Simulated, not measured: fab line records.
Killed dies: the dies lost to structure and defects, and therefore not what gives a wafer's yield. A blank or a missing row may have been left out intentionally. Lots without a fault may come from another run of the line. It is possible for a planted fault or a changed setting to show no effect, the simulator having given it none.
Matching of chambers -- flow n5Finfet -- N5_SD_EPI_P_DESCUM_14 on rieDiel-01: 4 sister chambers
The step chemistry O2, time 7.9 s. 24 wafers are shown with their chamber, then 12 later ones without.

## WAFERS PAIRED WITH THEIR CHAMBERS
wafer,chamber,drypumpMotorCurrentA (A),throttleValvePct (%),showerheadPlenumPTorr (Torr)
L076.3,1,5.6,20.95,2.08
L076.4,0,5.9,20.78,2.09
L076.6,3,6.3,20.45,2.08
L079.2,2,5.4,20.46,2.14
L079.5,3,6.3,20.46,2.08
L079.6,2,5.4,20.47,2.14
L081.3,1,5.5,20.95,2.08
L081.5,2,5.4,20.47,2.14
L081.6,3,6.3,20.48,2.08
L083.1,0,5.9,20.78,2.08
L083.4,1,5.5,20.95,2.08
L083.6,3,6.3,20.48,2.08
L085.2,1,5.5,20.95,2.08
L085.4,2,5.4,20.49,2.14
L085.5,3,6.3,20.47,2.08
L086.1,2,5.4,20.48,2.14
L086.2,1,5.6,20.97,2.08
L086.3,3,6.3,20.49,2.07
L087.2,2,5.4,20.49,2.14
L087.4,3,6.3,20.50,2.07
L087.6,3,6.3,20.50,2.07
L089.1,1,5.5,20.98,2.08
L089.3,2,5.4,20.49,2.13
L089.6,2,5.4,20.50,2.13

SIGNATURES (means of the wafers above)
reading,chamber 0,chamber 1,chamber 2,chamber 3,scatter within a chamber
drypumpMotorCurrentA,5.900,5.533,5.400,6.300,0.0258
throttleValvePct,20.7800,20.9583,20.4812,20.4787,0.0149
showerheadPlenumPTorr,2.0850,2.0800,2.1375,2.0762,0.0044
Rule: for each reading, subtract the chamber's mean from the wafer's reading, divide by that reading's scatter and square the result; add these up over the readings and take the root, which gives the wafer's distance from the chamber. The wafer belongs to the nearest chamber; if the next one is less than 2 further off, it can't be placed. The scatter: the root of (the sum of the squares of (reading less its chamber's mean) over the shown wafers, divided by (wafers less chambers)).

## WAFERS WHOSE CHAMBER IS MISSING
wafer,drypumpMotorCurrentA (A),throttleValvePct (%),showerheadPlenumPTorr (Torr)
L091.1,5.9,20.79,2.08
L091.3,5.5,20.98,2.07
L091.4,5.4,20.50,2.13
L090.1,6.3,20.50,2.07
L090.2,5.5,20.98,2.08
L090.4,5.4,20.50,2.13
L094.2,5.9,20.81,2.07
L094.5,5.9,20.81,2.07
L094.6,6.3,20.51,2.07
L096.1,5.6,20.98,2.07
L096.2,6.3,20.51,2.07
L096.6,5.4,20.51,2.13

## WHICH CHAMBER EACH ONE RAN IN
wafer,from the rows above,in truth
L091.1,0,0
L091.3,1,1
L091.4,2,2
L090.1,3,3
L090.2,1,1
L090.4,2,2
L094.2,0,0
L094.5,0,0
L094.6,3,3
L096.1,1,1
L096.2,3,3
L096.6,2,2
Correctly placed: 12 of 12. Not placeable from these rows: 0. Number placed wrongly: 0.
